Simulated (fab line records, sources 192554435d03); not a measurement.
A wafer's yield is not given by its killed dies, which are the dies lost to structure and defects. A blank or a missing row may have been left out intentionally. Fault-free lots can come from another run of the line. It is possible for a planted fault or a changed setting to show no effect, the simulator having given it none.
Split-lot trial -- flow n5_finfet -- on a route of 1938 steps: 7 lots, 21 wafers read

## SPLIT DETAILS
At N5_BEOL_M12_SPUTTER_44 (material Ta, target thk 10 nm, time 16.13 s), the setting time_s was moved away from the recipe's 16.13 s on 10 of the 21 wafers read, by -9.5% to +13.6%. For the rest of the wafers, this setting stayed at what the recipe calls for.

The split's own step is where the reading is taken.

## THE READING
Ta_of_BEOL_M12_SPUTTER_44.thk_nm (the simulator's own value, which no gauge read), in nm, at N5_BEOL_M12_SPUTTER_44 (material Ta, target thk 10 nm, time 16.13 s). No usual value for it is given in the file. Across the 11 wafers here that went through the recipe, the average is 10.0 nm and the standard deviation 0.15 nm.

wafer,"tool, chamber at the split","time_s as run, s",against the recipe,"Ta_of_BEOL_M12_SPUTTER_44.thk_nm, nm",against lot-mates on the recipe
L076.3,"pvd_sputter-03, -",16.13,recipe,9.8,-
L076.4,"pvd_sputter-03, -",16.13,recipe,10,-
L076.6,"pvd_sputter-03, -",16.76,+3.9%,10.2,+0.3
L080.1,"pvd_sputter-01, -",18.33,+13.6%,11.2,+1.3
L080.3,"pvd_sputter-01, -",16.13,recipe,10,-
L080.5,"pvd_sputter-01, -",16.13,recipe,9.8,-
L081.1,"pvd_sputter-03, -",16.13,recipe,10,-
L081.2,"pvd_sputter-03, -",16.13,recipe,9.8,-
L081.4,"pvd_sputter-03, -",16.13,recipe,10.2,-
L084.2,"pvd_sputter-01, -",14.6,-9.5%,9.2,no lot-mate on the recipe
L084.3,"pvd_sputter-01, -",14.6,-9.5%,9.2,no lot-mate on the recipe
L084.4,"pvd_sputter-01, -",14.6,-9.5%,9.4,no lot-mate on the recipe
L085.1,"pvd_sputter-02, -",14.83,-8.1%,9.4,-0.8
L085.2,"pvd_sputter-02, -",14.83,-8.1%,9.2,-1.0
L085.4,"pvd_sputter-02, -",16.13,recipe,10.2,-
L093.2,"pvd_sputter-03, -",16.85,+4.5%,10.6,+0.4
L093.5,"pvd_sputter-03, -",16.85,+4.5%,10.6,+0.4
L093.3,"pvd_sputter-03, -",16.13,recipe,10.2,-
L095.1,"pvd_sputter-01, -",16.13,recipe,10,-
L095.5,"pvd_sputter-01, -",16.13,recipe,10,-
L095.2,"pvd_sputter-01, -",17.44,+8.1%,11,+1.0

FIT RESULTS
A straight line over all 21 wafers: Ta_of_BEOL_M12_SPUTTER_44.thk_nm changes by +0.0894 nm for each +1% of time_s; r = +0.96; the points scatter about the line by 0.16 nm.
The same after taking each lot's own level away (the mean of its wafers on the recipe; 18 wafers): +0.104 nm for each +1%; r = +0.98; scatter 0.11 nm.
The reading moves by 1.4 nm for the largest change in time_s, on that fit.
The lots' own levels span 9.90 to 10.20 nm, that is 2.0 times the standard deviation above.
In other words, the slope is changed by the lot-to-lot level; the two fits disagree.
Check: with one of the wafers moved furthest among these (+13.6%) left out of the fit, the line predicts +1.48 nm for it against its lot-mates. It came out at +1.3 nm against them.

## THE OTHER SPLITS THESE WAFERS WENT THROUGH
Other splits were also applied to these wafers ahead of the reading. Each is held against what the fit with the lots' levels taken away leaves over:
other split on the same wafers,wafers away from the commonest value,r with Ta_of_BEOL_M12_SPUTTER_44.thk_nm (lot level and that fit taken away)
N5_BEOL_M9_ETCH_62 time_s,12,+0.23
N5_BEOL_M9_COAT_64 spin_rpm,7,+0.23
N5_BEOL_M10_EXPOSE_08 dose_mj,9,+0.17
N5_BEOL_M11_ILD_DEP_00 time_s,9,+0.07
N5_BEOL_M11_VIA_ETCH_34 time_s,5,-0.17
N5_BEOL_M11_ETCH_41 time_s,5,+0.34

## FILE'S OWN FIT
Ta_of_BEOL_M12_SPUTTER_44.thk_nm changes by +0.102 nm for each +1% of time_s, r = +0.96.
